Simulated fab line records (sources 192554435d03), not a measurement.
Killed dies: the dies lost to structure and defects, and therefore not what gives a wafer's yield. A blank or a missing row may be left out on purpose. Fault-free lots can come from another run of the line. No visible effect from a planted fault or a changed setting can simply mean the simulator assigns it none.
Split-lot experiment | flow n5_finfet | on a route of 1938 steps: 7 lots, 21 wafers read

## SPLIT DETAILS
At N5_BEOL_M0_SAQP_COAT_08 (resist thk 90 nm), the setting spin_rpm was moved away from the recipe's 1500 rpm on 9 of the 21 wafers read, by -6.1% to +10.5%. For the rest of the wafers, this setting stayed at what the recipe calls for.

## FROM THE SPLIT TO THE READING: what the file shows between them, 4 steps
- N5_BEOL_M0_SAQP_EBR_10
- N5_BEOL_M0_SAQP_SOFTBAKE_09: time 60 s
- N5_BEOL_M0_SAQP_EXPOSE_11: exposes mask M0 CORE, target cd 42 nm
- N5_BEOL_M0_SAQP_PEB_12: peb time 60 s

## THE READING
CAR-ArF_of_BEOL_M0_SAQP_COAT_08.thk_nm (the simulator's own value, which no gauge read), in nm, at N5_BEOL_M0_SAQP_DEVELOP_13 (develop time 30 s). No usual value for it is given in the file. Average 88.4 nm, standard deviation 0.23 nm, over the 12 wafers here run with the recipe.

wafer  | tool, chamber at the split | spin_rpm as run, rpm | against the recipe | CAR-ArF_of_BEOL_M0_SAQP_COAT_08.thk_nm, nm | against lot-mates on the recipe
L078.4 | litho_track-01, 0          | 1500                 | recipe             | 88.4                                       | -
L078.5 | litho_track-01, 0          | 1408                 | -6.1%              | 91.4                                       | +2.8
L078.6 | litho_track-01, 0          | 1500                 | recipe             | 88.8                                       | -
L082.1 | litho_track-02, 0          | 1500                 | recipe             | 88.2                                       | -
L082.3 | litho_track-02, 0          | 1624                 | +8.3%              | 84.6                                       | -3.5
L082.4 | litho_track-02, 0          | 1500                 | recipe             | 88                                         | -
L083.1 | litho_track-01, 0          | 1500                 | recipe             | 88.4                                       | -
L083.4 | litho_track-01, 0          | 1559                 | +3.9%              | 86.8                                       | -1.6
L083.5 | litho_track-01, 0          | 1559                 | +3.9%              | 86.6                                       | -1.8
L086.2 | litho_track-05, 0          | 1500                 | recipe             | 88.2                                       | -
L086.5 | litho_track-05, 0          | 1500                 | recipe             | 88.2                                       | -
L086.6 | litho_track-05, 0          | 1500                 | recipe             | 88.6                                       | -
L091.4 | litho_track-01, 0          | 1500                 | recipe             | 88.4                                       | -
L091.5 | litho_track-01, 0          | 1657                 | +10.5%             | 83.8                                       | -4.6
L091.6 | litho_track-01, 0          | 1657                 | +10.5%             | 84                                         | -4.4
L095.2 | litho_track-05, 0          | 1500                 | recipe             | 88                                         | -
L095.3 | litho_track-05, 0          | 1500                 | recipe             | 88.4                                       | -
L095.6 | litho_track-05, 0          | 1602                 | +6.8%              | 85.4                                       | -2.8
L097.1 | litho_track-05, 0          | 1549                 | +3.3%              | 87                                         | -1.6
L097.2 | litho_track-05, 0          | 1500                 | recipe             | 88.6                                       | -
L097.6 | litho_track-05, 0          | 1549                 | +3.3%              | 87.2                                       | -1.4

THE FIT
A straight line over all 21 wafers: CAR-ArF_of_BEOL_M0_SAQP_COAT_08.thk_nm changes by -0.44 nm for each +1% of spin_rpm; r = -0.99; the points scatter about the line by 0.22 nm.
The same after taking each lot's own level away (the mean of its wafers on the recipe; 21 wafers): -0.432 nm for each +1%; r = -1.00; scatter 0.15 nm.
On that fit, the largest move of spin_rpm shifts the reading by 4.5 nm.
Measured against the standard deviation above, the lots' own levels, which go from 88.10 to 88.60 nm, span 2.1 times it.
Consequently the slope shifts little with the lot-to-lot level, the two slopes agreeing.
Check: with one of the wafers moved furthest among these (+10.5%) left out of the fit, the line predicts -4.48 nm for it against its lot-mates. It came out at -4.6 nm against them.

## THE WHOLE CHAIN: every reading that the file lists as answering this split, in the file's order
step                       | what it does      | reading                                                                                 | change (the file's fit)               | r (the file's)
N5_BEOL_M0_SAQP_COAT_08    | resist thk 90 nm  | CAR-ArF_of_BEOL_M0_SAQP_COAT_08.thk_nm (the simulator's own value, which no gauge read) | -0.424 nm for each +1% of the setting | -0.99
N5_BEOL_M0_SAQP_DEVELOP_13 | develop time 30 s | CAR-ArF_of_BEOL_M0_SAQP_COAT_08.thk_nm (the simulator's own value, which no gauge read) | -0.43 nm for each +1% of the setting  | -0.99

## THE FILE'S OWN FIT
CAR-ArF_of_BEOL_M0_SAQP_COAT_08.thk_nm changes by -0.43 nm for each +1% of spin_rpm, r = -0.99.
